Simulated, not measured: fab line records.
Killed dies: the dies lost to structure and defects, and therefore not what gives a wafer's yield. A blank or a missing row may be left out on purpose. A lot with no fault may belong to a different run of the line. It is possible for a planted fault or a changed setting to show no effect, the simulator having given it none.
Matching of chambers :: flow nandHarc :: NHARC_THIN_TSV_ETCHBACK_48 on rieDiel-12 has 4 sister chambers
The step etches the open film in C4F8/Ar, target depth 1028.5 nm, time 405.17 s. 8 wafers are shown with their chamber, then 7 later ones without.

== WAFERS WITH THEIR CHAMBER ==
wafer: L215.3
chamber: 2
rfVppV (V): 552
oesProductAu (a.u.): 0.92

wafer: L220.1
chamber: 3
rfVppV (V): 549
oesProductAu (a.u.): 0.92

wafer: L220.3
chamber: 2
rfVppV (V): 550
oesProductAu (a.u.): 0.93

wafer: L220.4
chamber: 1
rfVppV (V): 541
oesProductAu (a.u.): 0.93

wafer: L221.5
chamber: 0
rfVppV (V): 542
oesProductAu (a.u.): 0.97

wafer: L221.6
chamber: 1
rfVppV (V): 541
oesProductAu (a.u.): 0.96

wafer: L235.1
chamber: 3
rfVppV (V): 546
oesProductAu (a.u.): 0.99

wafer: L235.2
chamber: 0
rfVppV (V): 542
oesProductAu (a.u.): 0.99

== WAFERS WITH NO CHAMBER GIVEN ==
wafer: L235.5
rfVppV (V): 548
oesProductAu (a.u.): 0.98

wafer: L234.2
rfVppV (V): 540
oesProductAu (a.u.): 1.01

wafer: L234.4
rfVppV (V): 547
oesProductAu (a.u.): 0.99

wafer: L234.5
rfVppV (V): 541
oesProductAu (a.u.): 0.99

wafer: L236.2
rfVppV (V): 542
oesProductAu (a.u.): 1.02

wafer: L236.3
rfVppV (V): 547
oesProductAu (a.u.): 0.99

wafer: L236.5
rfVppV (V): 547
oesProductAu (a.u.): 1.00

== EACH ONE'S CHAMBER ==
wafer: L235.5
from the rows above: 3
in truth: 3

wafer: L234.2
from the rows above: can't be placed: 0 or 1
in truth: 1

wafer: L234.4
from the rows above: 3
in truth: 3

wafer: L234.5
from the rows above: can't be placed: 0 or 1
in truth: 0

wafer: L236.2
from the rows above: can't be placed: 0 or 1
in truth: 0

wafer: L236.3
from the rows above: 3
in truth: 3

wafer: L236.5
from the rows above: 3
in truth: 3
Correctly placed: 4 of 7. Not placeable from these rows: 3 (in 3, the candidates include the true chamber). Wrongly placed: 0.
How it was worked out, from the rows above alone: a wafer's distance from a chamber is the root of the sum, over the readings, of the square of ((its reading less the chamber's mean) divided by the reading's scatter). The wafer belongs to the nearest chamber; if the next one is less than 2 further off, it can't be placed. Each chamber's mean is taken over the wafers shown for it. The scatter is the square root of a quotient: the sum, over the shown wafers, of each reading's squared deviation from its chamber's mean, divided by wafers minus chambers.
